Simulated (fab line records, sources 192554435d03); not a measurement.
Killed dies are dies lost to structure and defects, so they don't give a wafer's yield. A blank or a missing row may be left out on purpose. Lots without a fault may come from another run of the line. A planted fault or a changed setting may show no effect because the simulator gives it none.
Chamber matching | flow n5_finfet | N5_BEOL_M5_CURE_79 on uv_cure-01: 3 sister chambers
The step cures SiCOH lowk, time 240 s. 18 wafers are shown with their chamber, then 9 later ones without.

WAFERS WITH THEIR CHAMBER
wafer  | chamber | wafer_temp_C_max | lamp_power_pct (%)
L075.3 | 1       | 387.6            | 52.25
L075.4 | 1       | 387.7            | 52.31
L075.6 | 1       | 387.9            | 52.27
L078.1 | 0       | 386.4            | 52.32
L078.2 | 0       | 386.1            | 52.38
L078.4 | 0       | 386.1            | 52.30
L081.2 | 1       | 388.1            | 52.37
L081.4 | 1       | 387.9            | 52.41
L081.6 | 1       | 387.9            | 52.38
L084.1 | 2       | 385.3            | 52.38
L084.4 | 2       | 385.6            | 52.29
L084.5 | 2       | 385.5            | 52.33
L085.2 | 2       | 385.8            | 52.29
L085.4 | 2       | 385.9            | 52.24
L085.5 | 2       | 385.4            | 52.38
L092.1 | 0       | 386.3            | 52.36
L092.4 | 0       | 386.0            | 52.32
L092.5 | 0       | 386.2            | 52.39

SIGNATURES (means of the wafers above)
reading          | chamber 0 | chamber 1 | chamber 2 | scatter within a chamber
wafer_temp_C_max | 386.183   | 387.850   | 385.583   | 0.188
lamp_power_pct   | 52.3450   | 52.3317   | 52.3183   | 0.0536
Rule: a wafer's distance from a chamber is the root of the sum, over the readings, of the square of ((its reading less the chamber's mean) divided by the reading's scatter). The wafer belongs to the nearest chamber; if the next one is less than 2 further off, it can't be placed. The scatter: the root of (the sum of the squares of (reading less its chamber's mean) over the shown wafers, divided by (wafers less chambers)).

WAFERS WITHOUT THEIR CHAMBER
wafer  | wafer_temp_C_max | lamp_power_pct (%)
L093.2 | 386.1            | 52.39
L093.3 | 386.0            | 52.38
L093.6 | 386.0            | 52.30
L097.2 | 387.5            | 52.35
L097.3 | 388.1            | 52.28
L097.5 | 388.6            | 52.30
L096.1 | 386.1            | 52.27
L096.3 | 386.4            | 52.27
L096.6 | 385.7            | 52.33

WHICH CHAMBER EACH WENT THROUGH
wafer  | from the rows above     | in truth
L093.2 | 0                       | 0
L093.3 | can't be placed: 0 or 2 | 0
L093.6 | can't be placed: 0 or 2 | 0
L097.2 | 1                       | 1
L097.3 | 1                       | 1
L097.5 | 1                       | 1
L096.1 | can't be placed: 0 or 2 | 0
L096.3 | 0                       | 0
L096.6 | can't be placed: 2 or 0 | 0
Placed correctly: 5 of 9. Can't be placed from these rows: 4 (the true chamber is among the candidates in 4). Placed wrongly: 0.
